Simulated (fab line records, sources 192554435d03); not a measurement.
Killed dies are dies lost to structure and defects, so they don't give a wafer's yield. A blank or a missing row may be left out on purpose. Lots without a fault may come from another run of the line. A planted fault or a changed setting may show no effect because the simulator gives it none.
fab line records | flow n5_finfet | part 1 of 2: steps 1 to 22 of 31
record lots=5 wafers=15 last_day=18
route steps=1938 shown BEOL_M3@931
lots that met no fault: from a run of the same line without faults
start_h: hours from the record's first day to the start of the lot's first wafer shown | wait_h: hours since the lot's step before | " the same as in the row above | L1.1+2: a row that stands for several wafers | - no value, or no start given | * or withheld: withheld | < > ~ a bound
route shown NAME@n: a module of which the file shows steps, and the number in the route of the first | usual: mean/standard deviation of fault-free wafers | same: alike in all rows | chamber/n: place in a boat | sites: the reading at each site | _std_site: their standard deviation | _edge_site: outer sites' mean less inner sites' | radius_mm: how far each site lies from the wafer's centre | mask NAME#n: copy n | behind: the tool/chamber that last shaped the wafer | hold: why the lot was held/for how many hours/how that ended | device: the transistor (n, p or np) that didn't switch | end of line: the same wafers' tests at the end of the route | a step without rows: its recipe alone | killed: dies lost to structure and defects at the first sort, not the wafer's yield | map: a wafer's dies, x killed, . not, _ none there
set.NAME: the setting as run; set.NAME@STEP: as run at that earlier step | model.NAME: the simulator's own value behind a step, which no gauge read
lots at some steps of the route; a table a step, a row a wafer
services: from which hour (start_h, from the record's first day; less than 0 if before it) a tool's chamber was out of use, for how many hours, and why
## steps
# step N5_BEOL_M3_ILD_DEP_00
# recipe material=SiOC target_thk_a=790 temp_c=350 precursor=DEMS/O2 pressure_torr=5 rf_w=500 time_s=15.3
# usual heater_power_w=467/49 showerhead_plenum_p_Torr=5.691/0.011 showerhead_vpp_V=1375/47 throttle_valve_pct=12.0/0.7
# columns lot.wafer tool chamber start_h wait_h heater_power_w showerhead_plenum_p_Torr showerhead_vpp_V throttle_valve_pct
L075.2 pecvd-01 0 157.44 0.0 465 5.678 1377 11.8
L075.3 " 2 " " 400 5.695 1430 11.2
L075.6 " 0 " " 455 5.697 1387 11.8
L077.2 pecvd-01 2 177.57 0.0 492 5.699 1432 11.2
L077.3 " 0 " " 388 5.692 1400 12.3
L077.6 " 1 " " 487 5.666 1346 13.6
L087.1 pecvd-02 2 231.71 0.0 454 5.687 1396 11.7
L087.2 " 1 " " 425 5.685 1403 11.6
L087.3 " 0 " " 575 5.717 1304 11.7
L092.1 pecvd-02 0 271.46 0.0 568 5.705 1288 11.9
L092.3 " 1 " " 401 5.718 1392 11.6
L092.6 " 2 " " 451 5.681 1423 12.1
L096.1 pecvd-03 1 305.06 0.0 417 5.673 1335 11.5
L096.3 " 2 " " 420 5.683 1328 11.7
L096.5 " 1 " " 418 5.687 1338 11.5
# step N5_BEOL_M3_THK_MEAS_01
# recipe reads=SiOC_of_BEOL_M3_ILD_DEP_00
# usual M3_ILD_THK=79.2/1.1
# columns lot.wafer tool chamber start_h wait_h M3_ILD_THK[nm]
L075.2 film_metro-01 - 157.52 0.1 77.8
L075.3 " - " " 80.6
L075.6 " - " " 80.3
L077.2 film_metro-02 - 177.64 0.1 79.0
L077.3 " - " " 78.9
L077.6 " - " " 80.4
L087.1 film_metro-01 - 231.78 0.0 78.2
L087.2 " - " " 79.0
L087.3 " - " " 79.0
L092.1 film_metro-02 - 271.52 0.0 75.9
L092.3 " - " " 76.3
L092.6 " - " " 78.0
L096.1 film_metro-01 - 305.12 0.0 79.0
L096.3 " - " " 79.1
L096.5 " - " " 80.9
# step N5_BEOL_M3_PECVD_72
# recipe material=SiO2 target_thk_a=160 temp_c=400 precursor=TEOS/O2 pressure_torr=5.5 rf_w=450 teos_flow_sccm=53.8 gas=O2 flow_sccm=3000 time_s=18
# usual heater_power_w=675/52 showerhead_plenum_p_Torr=8.76/0.046 showerhead_vpp_V=1302/39 throttle_valve_pct=22.7/1.5
# columns lot.wafer tool chamber start_h wait_h heater_power_w showerhead_plenum_p_Torr showerhead_vpp_V throttle_valve_pct
L075.2 pecvd-03 1 157.56 0.0 763 8.72 1281 21.8
L075.3 " 2 " " 662 8.69 1264 23.6
L075.6 " 2 " " 649 8.71 1248 23.4
L077.2 pecvd-02 1 177.67 0.0 603 8.74 1324 21.9
L077.3 " 2 " " 686 8.75 1317 21.9
L077.6 " 0 " " 812 8.84 1202 22.1
L087.1 pecvd-03 0 231.82 0.0 702 8.77 1328 23.2
L087.2 " 1 " " 734 8.73 1262 21.6
L087.3 " 0 " " 693 8.77 1343 23.1
L092.1 pecvd-02 1 271.56 0.0 668 8.75 1361 21.7
L092.3 " 0 " " 780 8.84 1218 22.1
L092.6 " 1 " " 656 8.75 1341 21.8
L096.1 pecvd-01 1 305.16 0.0 723 8.74 1262 25.7
L096.3 " 2 " " 663 8.84 1352 21.3
L096.5 " 2 " " 700 8.82 1343 21.2
# step N5_BEOL_M3_HM_DEP_02
# recipe material=TiN target_thk_a=200 temp_c=25 chamber_pressure_pa=0.49996
# usual throttle_valve_pct=30.6/0.7
# columns lot.wafer tool chamber start_h wait_h throttle_valve_pct
L075.2 pvd_sputter-01 - 159.38 1.8 30.0
L075.3 " - " " 32.0
L075.6 " - " " 30.1
L077.2 pvd_sputter-01 - 179.64 1.9 31.4
L077.3 " - " " 31.4
L077.6 " - " " 31.5
L087.1 pvd_sputter-02 - 233.03 1.2 30.0
L087.2 " - " " 30.9
L087.3 " - " " 30.0
L092.1 pvd_sputter-03 - 274.38 2.8 30.0
L092.3 " - " " 30.6
L092.6 " - " " 29.5
L096.1 pvd_sputter-01 - 306.14 1.0 31.0
L096.3 " - " " 30.2
L096.5 " - " " 30.4
# step N5_BEOL_M3_COAT_61
# recipe resist=SOC temp_c=250 time_s=60 spin_rpm=1500 resist_thk_nm=60
# usual heater_power_total_W=500.2/1.8
# columns lot.wafer tool chamber start_h wait_h heater_power_total_W
L075.2 litho_track-03 0 159.52 0.1 502.1
L075.3 " 0 " " 501.7
L075.6 " 0 " " 499.4
L077.2 litho_track-05 0 179.76 0.1 499.3
L077.3 " 0 " " 500.3
L077.6 " 0 " " 501.1
L087.1 litho_track-03 0 233.16 0.1 502.4
L087.2 " 0 " " 498.8
L087.3 " 0 " " 500.2
L092.1 litho_track-03 0 274.51 0.1 501.4
L092.3 " 0 " " 498.4
L092.6 " 0 " " 501.0
L096.1 litho_track-05 0 306.26 0.1 499.8
L096.3 " 0 " " 501.6
L096.5 " 0 " " 498.0
# step N5_BEOL_M3_COAT_62
# recipe resist=SiARC temp_c=220 time_s=60 spin_rpm=1500 resist_thk_nm=12
# usual heater_power_total_W=428.0/1.9
# columns lot.wafer tool chamber start_h wait_h heater_power_total_W
L075.2 litho_track-03 0 - - 427.2
L075.3 " 0 " " 429.4
L075.6 " 0 " " 425.8
L077.2 litho_track-05 0 - - 424.8
L077.3 " 0 " " 426.4
L077.6 " 0 " " 426.1
L087.1 litho_track-03 0 - - 425.3
L087.2 " 0 " " 425.3
L087.3 " 0 " " 426.1
L092.1 litho_track-03 0 - - 429.4
L092.3 " 0 " " 428.3
L092.6 " 0 " " 424.4
L096.1 litho_track-05 0 - - 425.2
L096.3 " 0 " " 430.8
L096.5 " 0 " " 426.5
# step N5_BEOL_M3_COAT_73
# recipe resist=underlayer temp_c=205 time_s=60 spin_rpm=1500 resist_thk_nm=5
# usual heater_power_total_W=391.8/1.3
# columns lot.wafer tool chamber start_h wait_h heater_power_total_W
L075.2 litho_track-03 0 - - 393.4
L075.3 " 0 " " 389.7
L075.6 " 0 " " 392.1
L077.2 litho_track-05 0 - - 393.9
L077.3 " 0 " " 390.5
L077.6 " 0 " " 391.7
L087.1 litho_track-03 0 - - 392.1
L087.2 " 0 " " 390.4
L087.3 " 0 " " 393.8
L092.1 litho_track-03 0 - - 392.7
L092.3 " 0 " " 393.2
L092.6 " 0 " " 390.9
L096.1 litho_track-05 0 - - 393.3
L096.3 " 0 " " 394.0
L096.5 " 0 " " 391.2
# step N5_BEOL_M3_COAT_05
# recipe resist=CAR-EUV spin_rpm=1500 resist_thk_nm=30
# columns lot.wafer tool chamber start_h wait_h
L075.2+3+6 litho_track-03 0 - -
L077.2+3+6 litho_track-05 0 - -
L087.1+2+3 litho_track-03 0 - -
L092.1+3+6 litho_track-03 0 - -
L096.1+3+5 litho_track-05 0 - -
# step N5_BEOL_M3_EBR_07
# recipe solvent=PGMEA ebr_width_mm=1.5
# columns lot.wafer tool chamber start_h wait_h
L075.2+3+6 litho_track-03 0 - -
L077.2+3+6 litho_track-05 0 - -
L087.1+2+3 litho_track-03 0 - -
L092.1+3+6 litho_track-03 0 - -
L096.1+3+5 litho_track-05 0 - -
# step N5_BEOL_M3_SOFTBAKE_06
# recipe temp_c=110 time_s=60 resist=CAR-EUV
# usual heater_power_total_W=175.3/1.6
# columns lot.wafer tool chamber start_h wait_h heater_power_total_W
L075.2 litho_track-03 0 - - 174.3
L075.3 " 0 " " 172.9
L075.6 " 0 " " 176.4
L077.2 litho_track-05 0 - - 177.0
L077.3 " 0 " " 176.5
L077.6 " 0 " " 173.0
L087.1 litho_track-03 0 - - 177.1
L087.2 " 0 " " 173.0
L087.3 " 0 " " 175.5
L092.1 litho_track-03 0 - - 173.3
L092.3 " 0 " " 175.5
L092.6 " 0 " " 173.2
L096.1 litho_track-05 0 - - 176.5
L096.3 " 0 " " 173.8
L096.5 " 0 " " 177.6
# step N5_BEOL_M3_EXPOSE_08
# recipe mask_id=M3 na=0.33 source_shape=dipole sigma_inner=0.369 sigma_outer=0.767 polarization=unpolarized dose_mj=33
# same na=0.33 sigma_outer=0.767
# columns lot.wafer tool chamber start_h wait_h mask
L075.2+3+6 euv_scanner-02 0 159.67 - M3#0
L077.2+3+6 euv_scanner-01 0 180.03 - M3#0
L087.1+2+3 euv_scanner-02 0 233.44 - M3#0
L092.1+3+6 euv_scanner-02 0 274.65 - M3#0
L096.1+3+5 euv_scanner-01 0 306.52 - M3#0
# step N5_BEOL_M3_PEB_09
# recipe peb_temp_c=100 peb_time_s=60 resist=CAR-EUV
# usual heater_power_total_W=153.9/1.1
# columns lot.wafer tool chamber start_h wait_h heater_power_total_W
L075.2 litho_track-01 0 159.72 0.0 152.4
L075.3 " 0 " " 153.7
L075.6 " 0 " " 153.0
L077.2 litho_track-01 0 180.09 0.0 155.1
L077.3 " 0 " " 152.7
L077.6 " 0 " " 153.6
L087.1 litho_track-01 0 233.50 0.1 155.6
L087.2 " 0 " " 155.1
L087.3 " 0 " " 155.2
L092.1 litho_track-05 0 274.71 0.1 152.9
L092.3 " 0 " " 154.8
L092.6 " 0 " " 152.7
L096.1 litho_track-01 0 306.58 0.1 155.1
L096.3 " 0 " " 152.7
L096.5 " 0 " " 154.6
# step N5_BEOL_M3_DEVELOP_10
# recipe develop_time_s=30 developer=TMAH resist=CAR-EUV rinse_liquid=surfactant_rinse dry=air_spin dev_temp_c=23
# columns lot.wafer tool chamber start_h wait_h
L075.2+3+6 litho_track-01 0 - -
L077.2+3+6 litho_track-01 0 - -
L087.1+2+3 litho_track-01 0 - -
L092.1+3+6 litho_track-05 0 - -
L096.1+3+5 litho_track-01 0 - -
# step N5_BEOL_M3_CD_MEAS_11
# recipe target_cd_nm=17.05 landing_energy_ev=500 detector=se_inlens polarity=opening
# usual cd_nm=17.11/0.26
# columns lot.wafer tool chamber start_h wait_h cd_nm
L075.2 cd_sem-02 0 159.79 - 17.12
L075.3 " 0 " " 16.80
L075.6 " 0 " " 17.03
L077.2 cd_sem-02 0 180.15 - 16.89
L077.3 " 0 " " 17.28
L077.6 " 0 " " 17.21
L087.1 cd_sem-03 0 233.57 - 17.54
L087.2 " 0 " " 17.28
L087.3 " 0 " " 17.35
L092.1 cd_sem-03 0 274.77 - 16.87
L092.3 " 0 " " 17.07
L092.6 " 0 " " 16.99
L096.1 cd_sem-03 0 306.65 - 16.92
L096.3 " 0 " " 16.88
L096.5 " 0 " " 16.91
# step N5_BEOL_M3_OVL_MEAS_12
# recipe points_per_wafer=522
# usual M3_OVL=-0.1/0.62
# columns lot.wafer tool chamber start_h wait_h M3_OVL[nm]
L075.2 overlay-01 0 159.82 0.0 0.4
L075.3 " 0 " " -0.9
L075.6 " 0 " " 0.7
L077.2 overlay-01 0 180.19 0.0 -0.1
L077.3 " 0 " " 0.3
L077.6 " 0 " " 0.1
L087.1 overlay-02 0 233.60 0.0 -0.7
L087.2 " 0 " " 0.5
L087.3 " 0 " " -0.7
L092.1 overlay-01 0 274.80 0.0 0.7
L092.3 " 0 " " 0.9
L092.6 " 0 " " 0.8
L096.1 overlay-01 0 306.68 0.0 -0.8
L096.3 " 0 " " -1.0
L096.5 " 0 " " -0.7
# step N5_BEOL_M3_INSPECT_13
# recipe mode=adi inspect_instrument=brightfield
# usual raw_defect_count=397/91
# columns lot.wafer tool chamber start_h wait_h raw_defect_count
L075.2 defect_inspect-02 - 159.88 0.0 392
L075.3 " - " " 442
L075.6 " - " " 370
L077.2 defect_inspect-01 - 180.24 0.0 372
L077.3 " - " " 323
L077.6 " - " " 338
L087.1 defect_inspect-02 - 233.66 0.1 471
L087.2 " - " " 592
L087.3 " - " " 574
L092.1 defect_inspect-02 - 274.86 0.1 288
L092.3 " - " " 392
L092.6 " - " " 244
L096.1 defect_inspect-02 - 306.74 0.1 399
L096.3 " - " " 231
L096.5 " - " " 452
# step N5_BEOL_M3_DESCUM_16
# recipe chemistry=O2 time_s=7 source_power_w=50 bias_power_w=20 pressure_mtorr=20 rf_frequency_hz=2.712e+07 temp_c=40 resist=CAR-EUV o2_flow_sccm=225
# usual drypump_motor_current_A=5.8/0.56 oes_product_au=0.80/0.067 rf_vpp_V=243.0/1.4 showerhead_plenum_p_Torr=2.09/0.069 throttle_valve_pct=20.33/0.2
# columns lot.wafer tool chamber start_h wait_h drypump_motor_current_A oes_product_au rf_hours_counter_h rf_vpp_V showerhead_plenum_p_Torr throttle_valve_pct
L075.2 rie_diel-02 2 159.91 0.0 6.1 0.84 54 243.2 2.13 20.48
L075.3 " 0 " " 5.8 0.81 88 243.0 2.12 20.08
L075.6 " 3 " " 4.7 0.84 - 241.6 2.03 20.07
L077.2 rie_diel-06 1 180.55 0.3 5.2 0.82 88 242.0 2.04 20.39
L077.3 " 0 " " 6.2 0.70 223 240.3 2.07 20.22
L077.6 " 1 " " 5.2 0.82 - 243.0 2.04 20.40
L087.1 rie_diel-02 2 233.76 0.1 6.1 0.81 81 242.5 2.12 20.52
L087.2 " 1 " " 6.4 0.85 47 245.6 2.23 20.42
L087.3 " 3 " " 4.7 0.81 77 241.0 2.02 20.07
L092.1 rie_diel-05 0 275.14 0.3 5.1 0.73 186 244.5 2.17 20.27
L092.3 " 2 " " 5.3 0.87 55 243.1 2.03 20.26
L092.6 " 3 " " 5.8 0.73 - 244.9 2.19 20.21
L096.1 rie_diel-06 3 306.80 0.1 5.8 0.77 144 241.6 2.02 20.67
L096.3 " 0 " " 6.2 0.97 6 241.8 2.06 19.91
L096.5 " 0 " " 6.2 0.97 - 243.7 2.06 19.90
# step N5_BEOL_M3_ETCH_74
# recipe chemistry=N2/H2 target=underlayer target_depth_a=65 mask_material=CAR-EUV time_s=5.2 ion_energy_ev=200 pressure_mtorr=30 source_w=840 bias_w=150 n2_flow_sccm=200 h2_flow_sccm=200 ends=cleared
# usual drypump_motor_current_A=5.8/0.56 etch_rf_on_time_s=5.19/0.079 oes_product_au=0.68/0.055 rf_vpp_V=523.6/2.6 showerhead_plenum_p_Torr=2.54/0.081 throttle_valve_pct=17.72/0.2
# columns lot.wafer tool chamber start_h wait_h drypump_motor_current_A etch_rf_on_time_s oes_product_au rf_hours_counter_h rf_vpp_V showerhead_plenum_p_Torr throttle_valve_pct
L075.2 rie_diel-02 2 159.94 0.0 6.1 5.05 0.72 54 524.5 2.58 17.83
L075.3 " 0 " " 5.8 5.20 0.70 88 526.4 2.56 17.37
L075.6 " 3 " " 4.7 5.07 0.73 - 519.2 2.48 17.53
L077.2 rie_diel-06 1 180.59 0.0 5.2 5.21 0.70 88 521.7 2.47 17.74
L077.3 " 0 " " 6.2 5.18 0.60 223 524.3 2.52 17.81
L077.6 " 1 " " 5.2 5.17 0.69 - 523.7 2.46 17.74
L087.1 rie_diel-02 2 233.79 0.0 6.1 5.07 0.69 81 524.2 2.57 17.87
L087.2 " 1 " " 6.4 5.14 0.72 47 529.5 2.70 17.81
L087.3 " 3 " " 4.8 5.11 0.70 77 522.4 2.47 17.56
L092.1 rie_diel-05 0 275.17 0.0 5.0 5.27 0.64 186 526.8 2.64 17.69
L092.3 " 2 " " 5.3 5.26 0.73 55 525.6 2.48 17.73
L092.6 " 3 " " 5.8 5.34 0.62 - 526.4 2.65 17.57
L096.1 rie_diel-06 3 306.84 0.0 5.8 5.35 0.64 144 519.3 2.44 18.02
L096.3 " 0 " " 6.2 5.12 0.83 6 524.3 2.51 17.43
L096.5 " 0 " " 6.2 5.15 0.83 - 522.7 2.51 17.45
# step N5_BEOL_M3_ETCH_63
# recipe chemistry=CF4 target=SiARC target_depth_a=156 mask_material=CAR-EUV time_s=26 ion_energy_ev=80 pressure_mtorr=40 source_w=545 bias_w=36 Ar_flow_sccm=100 cf4_flow_sccm=100 ends=cleared
# usual drypump_motor_current_A=5.8/0.56 etch_rf_on_time_s=26.0/0.39 oes_product_au=0.68/0.055 rf_vpp_V=184.0/1.2 showerhead_plenum_p_Torr=2.14/0.066 throttle_valve_pct=15.48/0.17
# columns lot.wafer tool chamber start_h wait_h drypump_motor_current_A etch_rf_on_time_s oes_product_au rf_hours_counter_h rf_vpp_V showerhead_plenum_p_Torr throttle_valve_pct
L075.2 rie_diel-02 2 159.96 0.0 6.1 25.4 0.71 54 185.0 2.17 15.58
L075.3 " 0 " " 5.7 26.1 0.69 88 184.8 2.16 15.23
L075.6 " 3 " " 4.7 25.3 0.72 - 183.2 2.08 15.29
L077.2 rie_diel-06 1 180.60 0.0 5.2 25.9 0.69 88 182.9 2.08 15.51
L077.3 " 0 " " 6.2 25.8 0.61 223 182.9 2.12 15.51
L077.6 " 1 " " 5.2 25.8 0.70 - 183.7 2.08 15.50
L087.1 rie_diel-02 2 233.81 0.0 6.1 25.5 0.69 81 184.9 2.17 15.62
L087.2 " 1 " " 6.4 25.6 0.74 47 185.4 2.27 15.46
L087.3 " 3 " " 4.7 25.7 0.70 77 182.3 2.08 15.34
L092.1 rie_diel-05 0 275.19 0.0 5.0 26.8 0.63 186 184.9 2.22 15.53
L092.3 " 2 " " 5.3 26.6 0.74 55 184.0 2.09 15.44
L092.6 " 3 " " 5.8 26.7 0.61 - 183.9 2.22 15.37
L096.1 rie_diel-06 3 306.86 0.0 5.8 26.4 0.65 144 183.1 2.06 15.77
L096.3 " 0 " " 6.2 25.2 0.83 6 183.2 2.11 15.08
L096.5 " 0 " " 6.2 25.1 0.83 - 184.6 2.11 15.08
# step N5_BEOL_M3_ETCH_64
# recipe chemistry=N2/H2 target=SOC target_depth_a=750 overetch_a=150 mask_material=SiARC temp_c=40 time_s=112.5 ion_energy_ev=200 pressure_mtorr=30 source_w=840 bias_w=150 n2_flow_sccm=200 h2_flow_sccm=200
# usual drypump_motor_current_A=5.8/0.56 oes_product_au=0.63/0.048 rf_vpp_V=523.8/2.3 showerhead_plenum_p_Torr=2.54/0.081 throttle_valve_pct=17.68/0.19
# columns lot.wafer tool chamber start_h wait_h drypump_motor_current_A oes_product_au rf_hours_counter_h rf_vpp_V showerhead_plenum_p_Torr throttle_valve_pct
L075.2 rie_diel-02 2 159.99 0.0 6.1 0.66 54 525.0 2.58 17.79
L075.3 " 0 " " 5.8 0.65 88 524.5 2.56 17.33
L075.6 " 3 " " 4.8 0.66 - 523.9 2.48 17.51
L077.2 rie_diel-06 1 180.63 0.0 5.2 0.64 88 522.0 2.46 17.71
L077.3 " 0 " " 6.2 0.55 223 524.8 2.52 17.79
L077.6 " 1 " " 5.2 0.65 - 522.0 2.46 17.71
L087.1 rie_diel-02 2 233.84 0.0 6.1 0.63 81 522.3 2.57 17.83
L087.2 " 1 " " 6.4 0.67 47 529.4 2.70 17.75
L087.3 " 3 " " 4.7 0.63 77 521.4 2.47 17.53
L092.1 rie_diel-05 0 275.22 0.0 5.0 0.59 186 527.3 2.64 17.67
L092.3 " 2 " " 5.3 0.69 55 522.1 2.48 17.69
L092.6 " 3 " " 5.8 0.59 - 525.5 2.65 17.55
L096.1 rie_diel-06 3 306.88 0.0 5.8 0.60 144 519.7 2.44 17.98
L096.3 " 0 " " 6.2 0.76 6 522.3 2.51 17.41
L096.5 " 0 " " 6.2 0.76 - 523.7 2.51 17.41
# step N5_BEOL_M3_STRIP_65
# recipe chemistry=N2/H2 temp_c=40 n2_flow_sccm=200 h2_flow_sccm=200 rf_frequency_hz=6e+07
# columns lot.wafer tool chamber start_h wait_h
L075.2+3+6 rie_diel-02 2,0,3 160.10 0.1
L077.2+3+6 rie_diel-06 1,0,1 180.74 0.1
L087.1+2+3 rie_diel-02 2,1,3 233.94 0.1
L092.1+3+6 rie_diel-05 0,2,3 275.32 0.1
L096.1+3+5 rie_diel-06 3,0,0 306.99 0.1
# step N5_BEOL_M3_STRIP_75
# recipe chemistry=N2/H2 temp_c=40 n2_flow_sccm=200 h2_flow_sccm=200 rf_frequency_hz=6e+07
# columns lot.wafer tool chamber start_h wait_h
L075.2+3+6 rie_diel-02 2,0,3 160.11 0.0
L077.2+3+6 rie_diel-06 1,0,1 180.75 0.0
L087.1+2+3 rie_diel-02 2,1,3 233.95 0.0
L092.1+3+6 rie_diel-05 0,2,3 275.33 0.0
L096.1+3+5 rie_diel-06 3,0,0 307.00 0.0
